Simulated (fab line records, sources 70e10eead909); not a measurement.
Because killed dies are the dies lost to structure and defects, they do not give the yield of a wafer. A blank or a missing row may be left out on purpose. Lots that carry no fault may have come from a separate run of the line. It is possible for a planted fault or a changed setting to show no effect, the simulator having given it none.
What tool caused it? -- flow nand_harc -- 12 lots with 36 wafers sampled at 6 steps, on a route of 1302 steps

== WHAT THE GAUGES READ, wafer by wafer ==
NHARC_A_CONTACT_INSPECT_23. Usual: raw_defect_count reads 517 (standard deviation 140).
lot,measured,on,raw_defect_count,flag
L815,day 22 13:18,defect_inspect-01,609 515 524,
L819,day 23 07:34,defect_inspect-02,393 458 446,
L818,day 23 11:20,defect_inspect-02,519 562 608,
L820,day 24 02:29,defect_inspect-02,922 912 650,
L821,day 24 15:51,defect_inspect-02,397 409 443,
L824,day 26 14:23,defect_inspect-01,422 595 610,
L826,day 27 02:49,defect_inspect-02,589 456 617,
L827,day 27 18:44,defect_inspect-02,593 521 665,
L831,day 30 03:32,defect_inspect-02,580 587 417,
L835,day 30 19:53,defect_inspect-02,535 496 530,
L837,day 31 08:51,defect_inspect-02,278 531 582,
L838,day 31 23:37,defect_inspect-01,535 507 735,

NHARC_A_BLC_CD_MEAS_10 targets a cd of 100 nm. Usual: cd_nm reads 99.9 nm (standard deviation 0.49).
lot,measured,on,cd_nm (nm),flag
L815,day 22 13:41,cd_sem-01,99.8 100.3 99.3,
L819,day 23 08:05,cd_sem-02,100.6 99.9 100.4,
L818,day 23 11:50,cd_sem-03,99.9 100.8 99.9,
L820,day 24 02:59,cd_sem-03,100.2 100.0 99.9,
L821,day 24 16:22,cd_sem-01,99.5 100.7 99.7,
L824,day 26 14:46,cd_sem-02,101.2 100.5 100.8,
L826,day 27 03:20,cd_sem-02,99.4 99.0 99.1,
L827,day 27 19:07,cd_sem-02,100.0 99.6 99.5,
L831,day 30 04:04,cd_sem-01,88.4 88.2 88.0,OFF
L835,day 30 20:16,cd_sem-01,87.5 88.0 87.6,OFF
L837,day 31 09:21,cd_sem-01,99.7 99.2 99.7,
L838,day 32 00:07,cd_sem-01,99.7 100.0 100.1,

NHARC_END_SORT_01. Usual: killed_at_array 52, standard deviation 16; killed_at_other 0.8, standard deviation 1.1; killed_at_periphery 4.2, standard deviation 2.5; killed_dies 57, standard deviation 16; killed_open 3.4, standard deviation 2; killed_short 2.6, standard deviation 1.6.
lot,measured,on,killed_at_array,killed_at_other,killed_at_periphery,killed_dies,killed_open,killed_short,flag
L820,day 26 03:25,prober-01,79 63 90,0 0 0,2 2 3,81 65 93,0 4 7,3 1 2,
L824,day 28 12:40,prober-01,33 27 32,1 0 1,4 7 2,38 34 35,3 4 3,1 2 3,
L831,day 32 01:20,prober-01,56 57 63,2 1 1,7 5 5,65 63 69,9 6 3,5 6 4,
L835,day 33 02:05,prober-01,70 84 86,0 1 0,3 3 3,73 88 89,3 2 7,2 0 1,

== WHAT TOOL EACH LOT RAN ON (gives the tool, then ch and the chambers of the sampled wafers, and finally the start) ==
lot,NHARC_A_CONTACT_STRIP_26,NHARC_A_CONTACT_CMP_20,NHARC_A_BLC_PEB_08
L815,"rie_diel-12 ch 0,1,2, day 22 12:55 or earlier","cmp-02 ch 0,2,3, day 22 12:55","litho_track-06 ch 0, day 22 13:37"
L819,"rie_diel-12 ch 0,1, day 23 07:10 or earlier","cmp-04 ch 0,2,3, day 23 07:10","litho_track-01 ch 0, day 23 08:00"
L818,"rie_diel-12 ch 0,1,2, day 23 10:59 or earlier","cmp-02 ch 0,1,2, day 23 10:59","litho_track-01 ch 0, day 23 11:46"
L820,"rie_diel-04 ch 1,2,3, day 24 02:05 or earlier","cmp-02 ch 2,3, day 24 02:05","litho_track-06 ch 0, day 24 02:55"
L821,"rie_diel-13 ch 0,1, day 24 15:24 or earlier","cmp-04 ch 0,1,2, day 24 15:24","litho_track-06 ch 0, day 24 16:17"
L824,"rie_diel-04 ch 1,2,3, day 26 14:02 or earlier","cmp-03 ch 0,2,3, day 26 14:02","litho_track-06 ch 0, day 26 14:41"
L826,"rie_diel-04 ch 1,2,3, day 27 02:23 or earlier","cmp-03 ch 0,3, day 27 02:23","litho_track-04 ch 0, day 27 03:15"
L827,"rie_diel-13 ch 0,2, day 27 18:23 or earlier","cmp-03 ch 0,1,3, day 27 18:23","litho_track-06 ch 0, day 27 19:02"
L831,"rie_diel-12 ch 2,3, day 30 03:10 or earlier","cmp-03 ch 0,3, day 30 03:10","litho_track-06 ch 0, day 30 03:58"
L835,"rie_diel-12 ch 1,2, day 30 19:31 or earlier","cmp-04 ch 0,3, day 30 19:31","litho_track-06 ch 0, day 30 20:11"
L837,"rie_diel-12 ch 0,3, day 31 08:28 or earlier","cmp-04 ch 1,2, day 31 08:28","litho_track-01 ch 0, day 31 09:17"
L838,"rie_diel-12 ch 0,1,2, day 31 23:13 or earlier","cmp-03 ch 1,2, day 31 23:13","litho_track-04 ch 0, day 32 00:02"
- NHARC_A_CONTACT_STRIP_26: strips in O2.
- NHARC_A_CONTACT_CMP_20: polishes, t overpolish 30 s, target thk 300 nm.
- NHARC_A_BLC_PEB_08: peb time 65 s.

== WHAT THE TOOLS THEMSELVES READ (means of the sampled wafers that have a number; where no wafer has one, the mark that the record gives instead) ==
NHARC_A_CONTACT_STRIP_26. Usual: drypump_motor_current_A 5.8 A, standard deviation 0.69; oes_product_au 1.003 a.u., standard deviation 0.0066; rf_vpp_V 57.9 V, standard deviation 0.88; showerhead_plenum_p_Torr 3.57 Torr, standard deviation 0.16; throttle_valve_pct 17.037 %, standard deviation 0.0093.
lot,tool,drypump_motor_current_A (A),oes_product_au (a.u.),rf_vpp_V (V),showerhead_plenum_p_Torr (Torr),throttle_valve_pct (%),flag
L815,rie_diel-12,5.4,0.998,58.1,3.54,17.051,
L819,rie_diel-12,4.9,0.996,57.6,3.57,17.032,
L818,rie_diel-12,5.4,1.008,57.7,3.54,17.042,
L820,rie_diel-04,5.7,0.999,59.0,3.57,17.041,
L821,rie_diel-13,6.1,1.002,57.8,3.37,17.041,
L824,rie_diel-04,5.7,1.006,57.9,3.56,17.045,
L826,rie_diel-04,5.7,1.006,57.9,3.56,17.035,
L827,rie_diel-13,6.3,0.999,56.8,3.32,17.029,
L831,rie_diel-12,6.3,1.005,58.3,3.55,17.041,
L835,rie_diel-12,5.3,1.000,57.6,3.39,17.038,
L837,rie_diel-12,5.4,1.001,58.4,3.73,17.039,
L838,rie_diel-12,5.4,1.000,58.4,3.50,17.034,

NHARC_A_CONTACT_CMP_20. Usual: motor_current_A 11.3 A, standard deviation 0.94; overpolish_run_s 30.000 s, standard deviation 0.009; time_to_endpoint_s 59 s, standard deviation 3.1.
lot,tool,motor_current_A (A),overpolish_run_s (s),time_to_endpoint_s (s),flag
L815,cmp-02,11.5,30.006,58,
L819,cmp-04,11.2,29.999,56,
L818,cmp-02,11.7,29.997,55,
L820,cmp-02,11.9,30.006,57,
L821,cmp-04,10.6,29.997,58,
L824,cmp-03,11.2,30.005,58,
L826,cmp-03,11.0,29.995,58,
L827,cmp-03,11.1,29.995,61,
L831,cmp-03,10.3,30.004,53,
L835,cmp-04,11.7,29.995,59,
L837,cmp-04,10.4,30.002,62,
L838,cmp-03,11.3,29.999,57,

NHARC_A_BLC_PEB_08. Usual: exhaust_pa 45.2 Pa, standard deviation 0.87; heater_power_total_W 156.6 W, standard deviation 0.43.
lot,tool,exhaust_pa (Pa),heater_power_total_W (W),flag
L815,litho_track-06,46.2,156.5,
L819,litho_track-01,46.3,156.9,
L818,litho_track-01,45.3,156.3,
L820,litho_track-06,43.3,157.0,
L821,litho_track-06,44.6,156.5,
L824,litho_track-06,44.7,156.4,
L826,litho_track-04,44.4,157.1,
L827,litho_track-06,46.1,156.5,
L831,litho_track-06,44.4,186.7,OFF
L835,litho_track-06,45.6,186.9,OFF
L837,litho_track-01,46.7,156.3,
L838,litho_track-04,44.7,157.1,

== THE ANSWER, worked out from the rows above alone ==
Rule: a lot counts as off when the mean over its wafers that have a number is more than 3 standard deviations away from the usual mean. A lot without any number at a reading at which 4 lots or more have one is off too. The other lots that the step has rows for count as sound. The gauges are gone through in route order, then the tools' own readings, and for those a lot's mean is taken as printed above. The first step at which some lot is off is used, and at that step the reading that is off furthest; a lot without a number counts as furthest.
Off: L831, L835, at NHARC_A_BLC_CD_MEAS_10 (cd_nm).
A tool fits if, at a process step before that reading, it ran every lot that is off, and no sound lot after the first of them. The gauges at NHARC_A_BLC_CD_MEAS_10 aren't tried: what is off there is off at NHARC_A_BLC_PEB_08 too, on other tools, and a gauge's error can't cause that. NHARC_A_CONTACT_STRIP_26 gives no start for some lots, so the hours and the order of its lots are those of NHARC_A_CONTACT_CMP_20. One fits: NHARC_A_BLC_PEB_08 on litho_track-06. Its last sound lot is L827 (day 27 19:02), its first lot that is off L831 (day 30 03:58): a fault that began between those two fits.
The tool's own readings at NHARC_A_BLC_PEB_08 bear it out: on the lots that are off they differ by more than 5 times the standard deviation of the sound lots' means. heater_power_total_W reads 186.8 W there against 156.7 W on the sound lots.

== WHAT THE SIMULATOR HAD INSERTED ==
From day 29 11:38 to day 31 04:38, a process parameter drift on litho_track-06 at NHARC_A_BLC_PEB_08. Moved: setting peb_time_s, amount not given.
Struck lots among those shown: L831, L835. The same result came from the rule above.
